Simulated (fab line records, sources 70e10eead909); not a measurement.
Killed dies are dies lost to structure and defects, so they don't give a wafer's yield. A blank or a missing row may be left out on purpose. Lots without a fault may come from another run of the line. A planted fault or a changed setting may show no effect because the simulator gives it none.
Which tool did it? | flow nand_harc | 6 lots, 18 wafers sampled, at 1 step of a route of 1302

WHAT THE GAUGES READ, wafer by wafer
NHARC_A_SGD_CUT_INSPECT_11.
lot  | measured     | on                | raw_defect_count
L305 | day 23 20:11 | defect_inspect-01 | 59 59 61
L306 | day 24 10:39 | defect_inspect-01 | 25 32 16
L309 | day 24 13:23 | defect_inspect-02 | 57 51 62
L310 | day 25 22:24 | defect_inspect-02 | 17 17 18
L316 | day 27 21:24 | defect_inspect-02 | 51 62 42
L317 | day 29 07:03 | defect_inspect-02 | 31 32 33

WHICH TOOL RAN EACH LOT (tool, then ch and the chambers of the sampled wafers, then the start)
The record holds no process step before these readings.

THE ANSWER, worked out from the rows above alone
Rule: what is usual is taken from the lots themselves. Put in order of their means at a reading, lots are off if they are a third of the lots or fewer, leave a main group of 4 or more, and stand apart from it by a gap of 3 or more times the standard deviation of the main group's means; of several such gaps the widest counts. A main group whose means are all the same, to the digits that the tables above print for the reading, isn't used. A lot without any number at a reading at which 4 lots or more have one is off too. The other lots that the step has rows for count as sound.
No lot is off at any reading shown: from this, nothing can be told.

WHAT THE SIMULATOR HAD PUT IN
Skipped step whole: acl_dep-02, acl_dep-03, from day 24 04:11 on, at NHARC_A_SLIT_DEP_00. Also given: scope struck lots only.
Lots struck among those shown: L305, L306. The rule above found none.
